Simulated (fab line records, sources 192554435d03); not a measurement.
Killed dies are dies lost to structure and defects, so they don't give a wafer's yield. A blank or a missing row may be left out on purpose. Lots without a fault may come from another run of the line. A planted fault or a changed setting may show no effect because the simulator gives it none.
Which tool did it? | flow n5_finfet | 10 lots, 28 wafers sampled, at 6 steps of a route of 1938

WHAT THE GAUGES READ, wafer by wafer
N5_ZERO_LAYER_CD_MEAS_11: target cd 2000 nm.
lot  | measured    | on        | cd_nm (nm)
L390 | day 1 12:46 | cd_sem-03 | 1997.7 2001.2 1996.7
L395 | day 2 18:47 | cd_sem-03 | 2001.4 2001.0 1998.9
L397 | day 3 06:46 | cd_sem-03 | 1995.8 1996.9 1995.7
L398 | day 3 12:39 | cd_sem-02 | 2000.1 1995.0 1994.0
L399 | day 3 18:46 | cd_sem-01 | 1998.3 1999.9 1995.4
L402 | day 4 12:38 | cd_sem-02 | 1996.2 1997.7 1997.4
L407 | day 5 18:46 | cd_sem-02 | 2011.6 2001.1
L408 | day 6 00:40 | cd_sem-01 | 2013.1 1998.8
L410 | day 6 12:38 | cd_sem-01 | 1995.0 1994.9 1996.9
L413 | day 7 06:40 | cd_sem-01 | 1996.3 1998.5 1999.1

N5_WELL_APT_OVL_MEAS_26.
lot  | measured    | on         | PWELL_OVL (nm)
L390 | day 1 15:05 | overlay-01 | -8 -7 -4
L395 | day 2 21:27 | overlay-01 | 4 6 3
L397 | day 3 09:26 | overlay-02 | 4 11 6
L398 | day 3 14:47 | overlay-01 | 3 2 6
L399 | day 3 20:50 | overlay-01 | 9 13 15
L402 | day 4 14:58 | overlay-02 | 0 5 4
L407 | day 5 21:23 | overlay-02 | -3 4
L408 | day 6 02:52 | overlay-01 | 7 3
L410 | day 6 14:52 | overlay-02 | -11 8 2
L413 | day 7 09:04 | overlay-02 | -1 0 3

N5_BEOL_M4_RC_MEAS_101.
lot  | measured     | on        | DIBL_N (mV/V)  | DIBL_P (mV/V)  | IOFF_N (nA/um) | IOFF_P (nA/um) | ION_N (uA/um) | ION_P (uA/um) | SS_N (mV/dec)  | SS_P (mV/dec)  | VT_N (mV)   | VT_P (mV)
L390 | day 8 22:11  | prober-01 | 36.4 35.7 37.5 | 35.6 34.2 36.3 | 0.15 0.14 0.17 | 0.21 0.19 0.22 | 671 664 675   | 461 460 457   | 70.7 70.1 71.0 | 73.6 73.3 73.7 | 249 251 250 | -249 -251 -250
L395 | day 11 01:40 | prober-02 | 33.2 38.8 34.7 | 32.0 39.7 34.8 | 0.11 0.21 0.13 | 0.14 0.25 0.18 | 649 672 658   | 441 453 454   | 72.3 73.0 71.3 | 71.9 73.9 73.4 | 260 246 255 | -256 -249 -252
L397 | day 11 06:08 | prober-01 | 35.6 35.2 37.1 | 33.8 34.4 36.4 | 0.12 0.12 0.16 | 0.16 0.16 0.20 | 663 653 662   | 451 453 452   | 71.1 70.9 71.8 | 72.4 73.9 73.0 | 253 254 251 | -256 -254 -253
L398 | day 11 08:01 | prober-02 | 34.0 34.2 32.9 | 33.2 32.6 32.8 | 0.12 0.12 0.11 | 0.19 0.17 0.17 | 650 660 665   | 452 453 458   | 71.2 71.1 71.4 | 72.7 72.7 72.7 | 255 257 254 | -251 -255 -254
L399 | day 12 13:13 | prober-02 | 33.7 35.4 32.5 | 33.8 35.8 33.3 | 0.13 0.15 0.12 | 0.17 0.20 0.17 | 657 668 651   | 458 461 450   | 71.4 71.9 71.5 | 72.4 73.1 72.8 | 254 248 256 | -252 -252 -252
L402 | day 13 07:22 | prober-01 | 38.7 37.5 37.1 | 37.3 35.6 35.4 | 0.17 0.15 0.15 | 0.22 0.19 0.18 | 674 672 659   | 461 454 446   | 71.9 72.2 71.0 | 74.7 73.6 73.3 | 250 251 256 | -250 -251 -255
L407 | day 14 10:49 | prober-01 | 38.0 38.8      | 36.6 37.1      | 0.17 0.18      | 0.21 0.21      | 677 683       | 463 461       | 70.9 72.0      | 74.0 73.4      | 249 248     | -251 -250
L408 | day 14 01:58 | prober-02 | 39.8 36.7      | 39.7 35.5      | 0.22 0.15      | 0.24 0.18      | 700 682       | 467 458       | 71.8 71.2      | 74.1 73.5      | 248 252     | -250 -255
L410 | day 14 10:26 | prober-02 | 35.0 35.7 36.2 | 34.7 34.8 35.4 | 0.14 0.15 0.14 | 0.19 0.18 0.19 | 672 666 658   | 460 452 449   | 71.3 72.6 71.9 | 73.9 74.2 73.3 | 254 251 256 | -254 -253 -252
L413 | day 16 01:31 | prober-01 | 34.9 34.3 37.0 | 33.6 33.6 36.7 | 0.13 0.12 0.16 | 0.17 0.18 0.24 | 671 653 684   | 460 451 469   | 71.2 70.9 71.4 | 73.1 73.2 74.6 | 250 254 248 | -252 -253 -246

WHICH TOOL RAN EACH LOT (tool, then ch and the chambers of the sampled wafers, then the start)
lot  | N5_ZERO_LAYER_EXPOSE_08          | N5_ZERO_LAYER_ETCH_17             | N5_WELL_APT_RTA_34
L390 | krf_scanner-02 ch 0, day 1 12:36 | rie_diel-05 ch 1,3, day 1 12:50   | rtp_anneal-01 ch 0, day 1 16:07
L395 | krf_scanner-01 ch 0, day 2 18:37 | rie_diel-03 ch 0,1,3, day 2 18:52 | rtp_anneal-01 ch 0, day 2 22:16
L397 | krf_scanner-02 ch 0, day 3 06:36 | rie_diel-02 ch 0,2,3, day 3 06:50 | rtp_anneal-01 ch 0, day 3 10:31
L398 | krf_scanner-02 ch 0, day 3 12:29 | rie_diel-05 ch 2,3, day 3 12:47   | rtp_anneal-02 ch 0, day 3 15:48
L399 | krf_scanner-01 ch 0, day 3 18:35 | rie_diel-03 ch 1,3, day 3 18:50   | rtp_anneal-01 ch 0, day 3 21:40
L402 | krf_scanner-02 ch 0, day 4 12:28 | rie_diel-05 ch 0,2,3, day 4 12:43 | rtp_anneal-01 ch 0, day 4 15:53
L407 | krf_scanner-01 ch 0, day 5 18:36 | rie_diel-02 ch 0,3, day 5 18:50   | rtp_anneal-01 ch 0, day 5 22:46
L408 | krf_scanner-01 ch 0, day 6 00:29 | rie_diel-03 ch 3, day 6 00:44     | rtp_anneal-01 ch 0, day 6 03:43
L410 | krf_scanner-02 ch 0, day 6 12:28 | rie_diel-03 ch 1,3, day 6 12:43   | rtp_anneal-02 ch 0, day 6 15:42
L413 | krf_scanner-02 ch 0, day 7 06:29 | rie_diel-05 ch 0,1,3, day 7 06:44 | rtp_anneal-02 ch 0, day 7 09:58
- N5_ZERO_LAYER_EXPOSE_08: exposes mask ZERO, defocus 0 nm, target cd 2000 nm.
- N5_ZERO_LAYER_ETCH_17: etches SiO2 in CF4, target depth 12 nm, time 13.3 s.
- N5_WELL_APT_RTA_34: time 10 s.

WHAT THE TOOLS THEMSELVES READ (means of the sampled wafers that have a number; where no wafer has one, the mark that the record gives instead)
N5_ZERO_LAYER_ETCH_17.
lot  | tool        | bias_w (W) | drypump_motor_current_A (A) | oes_product_au (a.u.) | rf_vpp_V (V) | showerhead_plenum_p_Torr (Torr) | throttle_valve_pct (%)
L390 | rie_diel-05 | 214.4      | 5.1                         | 0.82                  | 954          | 2.23                            | 15.49
L395 | rie_diel-03 | 214.6      | 5.5                         | 0.78                  | 951          | 2.18                            | 15.51
L397 | rie_diel-02 | 215.0      | 5.5                         | 0.75                  | 950          | 2.17                            | 15.51
L398 | rie_diel-05 | 214.9      | 5.4                         | 0.69                  | 946          | 2.10                            | 15.70
L399 | rie_diel-03 | 214.6      | 5.9                         | 0.76                  | 948          | 2.14                            | 15.51
L402 | rie_diel-05 | 215.9      | 5.3                         | 0.71                  | 946          | 2.12                            | 15.76
L407 | rie_diel-02 | 215.7      | 5.5                         | 0.72                  | 948          | 2.14                            | 15.62
L408 | rie_diel-03 | 215.4      | 5.2                         | 0.86                  | 952          | 2.19                            | 15.39
L410 | rie_diel-03 | 215.4      | 5.9                         | 0.74                  | 948          | 2.14                            | 15.53
L413 | rie_diel-05 | 215.1      | 5.3                         | 0.76                  | 952          | 2.19                            | 15.65

N5_WELL_APT_RTA_34.
lot  | tool          | lamp_power_pct (%) | wafer_temp_C_max
L390 | rtp_anneal-01 | 12.99              | 1002.2
L395 | rtp_anneal-01 | 13.00              | 1003.6
L397 | rtp_anneal-01 | 13.02              | 1003.0
L398 | rtp_anneal-02 | 13.01              | 1004.0
L399 | rtp_anneal-01 | 12.97              | 1003.7
L402 | rtp_anneal-01 | 13.02              | 1003.3
L407 | rtp_anneal-01 | 13.03              | 1003.4
L408 | rtp_anneal-01 | 13.00              | 1003.7
L410 | rtp_anneal-02 | 12.93              | 1003.0
L413 | rtp_anneal-02 | 12.99              | 1003.9

THE ANSWER, worked out from the rows above alone
Rule: what is usual is taken from the lots themselves. Put in order of their means at a reading, lots are off if they are a third of the lots or fewer, leave a main group of 4 or more, and stand apart from it by a gap of 3 or more times the standard deviation of the main group's means; of several such gaps the widest counts. A main group whose means are all the same, to the digits that the tables above print for the reading, isn't used. A lot without any number at a reading at which 4 lots or more have one is off too. The other lots that the step has rows for count as sound. The gauges are gone through in route order, then the tools' own readings, and for those a lot's mean is taken as printed above. The first step at which some lot is off is used, and at that step the reading that is off furthest; a lot without a number counts as furthest.
Off: L407, L408, at N5_ZERO_LAYER_CD_MEAS_11 (cd_nm). The main group: mean 1997.5 nm, standard deviation 1.5.
A tool fits if, at a process step before that reading, it ran every lot that is off, and no sound lot after the first of them. The gauges at N5_ZERO_LAYER_CD_MEAS_11 are tried like those tools. One fits: krf_scanner-01 at N5_ZERO_LAYER_EXPOSE_08. Its last sound lot is L399 (day 3 18:35), its first lot that is off L407 (day 5 18:36): a fault that began between those two fits.

WHAT THE SIMULATOR HAD PUT IN
Process parameter drift: krf_scanner-01, from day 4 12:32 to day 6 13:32, at N5_ZERO_LAYER_EXPOSE_08. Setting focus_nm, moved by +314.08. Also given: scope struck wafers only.
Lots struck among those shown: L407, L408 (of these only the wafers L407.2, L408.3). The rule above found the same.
